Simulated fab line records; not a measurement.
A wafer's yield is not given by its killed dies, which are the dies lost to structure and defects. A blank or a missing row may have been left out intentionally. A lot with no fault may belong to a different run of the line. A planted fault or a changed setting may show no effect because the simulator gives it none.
A struck lot beside a sound one ; flow n5_finfet ; 15 out of 1938 route steps
Sound: the wafers L382.2, L382.4, L382.6. Struck: wafer L384.3 (L384.2, L384.5, from the same lot, were not struck and are left out); the cause is given at the end.
Order at every step that has rows: each side's tool, ch and its chambers, its first start. Under that, the readings that differ: sound wafers ; struck wafers ; difference of the means ; sigmas: that difference in standard deviations of wafers without a fault.
alike: same words and numbers on both sides, and readings whose means sit less than 2 such deviations apart. not compared: any withheld reading, any reading some wafer has no value for, any bound like >300 that may hide the same value, and any number with overlapping values for which the record gives no deviation.
A row with sigmas, a row that says differs or no value, or rows on one side alone: a step with any of these is where the two part. Numbers that have no deviation but don't overlap get no sigmas and don't part them. A reading missing from all wafers of one side parts the sides only when that side holds two or more wafers.

N5_BEOL_M0_SPUTTER_116: material Cu, target thk 4 nm, time 7.37 s.
  sound on pvd_sputter-03, day 6 23:42; struck on pvd_sputter-03, day 7 05:28
  alike: throttle_valve_pct
N5_BEOL_M0_ANNEAL_117: time 60 s.
  sound on pvd_sputter-03, day 6 23:47; struck on pvd_sputter-03, day 7 05:32
  alike: heater_power_w, susceptor_temp_C_max
N5_BEOL_M0_SPUTTER_132: material Cu, target thk 4 nm, time 7.37 s.
  sound on pvd_sputter-03, day 6 23:49; struck on pvd_sputter-03, day 7 05:35
  alike: throttle_valve_pct
then, 2 steps without rows for these wafers: N5_BEOL_M0_ANNEAL_133 (time 60 s); N5_BEOL_M0_SPUTTER_134 (material Cu, target thk 4 nm, time 7.37 s).
N5_BEOL_M0_ANNEAL_135: time 60 s.
  sound on pvd_sputter-03, day 7 00:01; struck on pvd_sputter-03, day 7 05:47
  alike: heater_power_w, susceptor_temp_C_max
then, 2 steps without rows for these wafers: N5_BEOL_M0_SPUTTER_141 (material Cu, target thk 4 nm, time 7.37 s); N5_BEOL_M0_ECD_118 (material Cu, target thk 300 nm).
N5_BEOL_M0_ANNEAL_119: time 90 s.
  sound on rtp_anneal-01 ch 0, day 7 00:18; struck on rtp_anneal-01 ch 0, day 7 06:37
  alike: wafer_temp_C_max
then, 2 steps without rows for these wafers: N5_BEOL_M0_CMP_120 (polishes, stops on SiOC, t overpolish 6.9 s); N5_BEOL_M0_PRE_CLEAN_131 (time 15 s).
N5_BEOL_M0_CO_CAP_123: material Co, precursor CCTBA/H2, target thk 2 nm, time 102.1 s.
  sound on cvd_co-02 ch 0,1,2, day 7 00:55; struck on cvd_co-02 ch 2, day 7 07:16
reading;sound;struck;difference;sigmas
run_length_s (s);125.9 125.5 125.1;155.4;+29.9;+62
model.Co_of_BEOL_M0_CO_CAP_123.thk_nm (nm);2.2 2 2;2.8;+0.7;
  alike: heater_power_w
then, 1 step without rows for these wafers: N5_BEOL_M0_PRE_CLEAN_124 (time 15 s).
-- record jumps: 2 days separate the struck wafers' starts on either side; left off in module BEOL_M0, taken up again in module BEOL_M4, whose first shown step is the route's number 1111 --
N5_BEOL_M4_RC_MEAS_101:
  sound on prober-01 ch 0, day 9 05:35; struck on prober-02 ch 0, day 9 07:56
  alike: DIBL_N, DIBL_P, IOFF_N, IOFF_P, ION_N, ION_P, SS_N, SS_P, VT_N, VT_P
-- here the record skips 4 days between the struck wafers' starts before and after, leaving off in module BEOL_M4 and picking up in module PASSIVATION (first step shown: number 1936 of the route) --
N5_PASSIVATION_PROBE_49:
  sound on prober-01, day 13 06:16; struck on prober-01, day 13 17:23
reading;sound;struck;difference;sigmas
killed_at_other;10 11 8;3;-7;-2
  alike: defect_limited_yield, killed_at_M0_to_M3, killed_at_M4_up, killed_at_contacts, killed_at_front_end, killed_dies, killed_open, killed_short, sort_bin_5_function, sort_bin_6_memory, sort_n_pass, sort_yield_pct

WHERE THEY PART
Earliest at N5_BEOL_M0_CO_CAP_123; latest, in this record, at N5_PASSIVATION_PROBE_49.

WHY: what had been put in by the simulator
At N5_BEOL_M0_CO_CAP_123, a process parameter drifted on cvd_co-02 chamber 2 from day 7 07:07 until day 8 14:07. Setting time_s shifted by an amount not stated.
